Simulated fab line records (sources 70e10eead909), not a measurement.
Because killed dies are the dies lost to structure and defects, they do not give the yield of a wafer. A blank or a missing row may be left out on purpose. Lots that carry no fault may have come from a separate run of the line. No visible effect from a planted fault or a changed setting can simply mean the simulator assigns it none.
Matching of chambers | flow nand-harc | rie-diel-02 running NHARC_A_CONTACT_ETCH_88: 4 sister chambers
The step etches the open film in CF4, target depth 39 nm, time 65 s. 7 wafers are shown with their chamber, then 9 later ones without.

WAFERS WITH THEIR CHAMBER
wafer  | chamber | drypump-motor-current-A (A) | oes-product-au (a.u.)
L915.4 | 2       | 5.8                         | 1.014
L920.3 | 1       | 5.7                         | 0.996
L920.5 | 0       | 6.0                         | 1.001
L920.6 | 3       | 5.9                         | 0.988
L919.1 | 3       | 5.8                         | 0.979
L919.3 | 1       | 5.7                         | 1.003
L919.4 | 0       | 5.9                         | 0.997

WAFERS WHOSE CHAMBER IS MISSING
wafer  | drypump-motor-current-A (A) | oes-product-au (a.u.)
L922.1 | 6.0                         | 0.998
L922.4 | 5.8                         | 1.018
L922.6 | 5.8                         | 1.015
L925.2 | 5.9                         | 0.981
L925.3 | 5.7                         | 1.008
L925.4 | 5.8                         | 0.995
L926.1 | 5.8                         | 1.014
L926.3 | 5.9                         | 0.986
L926.6 | 5.8                         | 1.008

WHICH CHAMBER EACH WENT THROUGH
wafer  | from the rows above               | in truth
L922.1 | 0                                 | 0
L922.4 | 2                                 | 2
L922.6 | 2                                 | 2
L925.2 | 3                                 | 3
L925.3 | can't be placed: 1 or 2           | 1
L925.4 | can't be placed: 1 or 3 or 0 or 2 | 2
L926.1 | 2                                 | 2
L926.3 | can't be placed: 3 or 0           | 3
L926.6 | can't be placed: 2 or 1 or 0      | 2
5 of 9 placed correctly. These rows do not allow placing 4 (true chamber among the candidates in 4). Wrongly placed: 0.
How it was worked out, from the rows above alone: a wafer's distance from a chamber is the root of the sum, over the readings, of the square of ((its reading less the chamber's mean) divided by the reading's scatter). The wafer belongs to the nearest chamber; if the next one is less than 2 further off, it can't be placed. A chamber's mean is the mean of its shown wafers. The scatter: take each reading less its chamber's mean, square it, sum over the shown wafers, divide by the number of wafers less the number of chambers, and take the root.
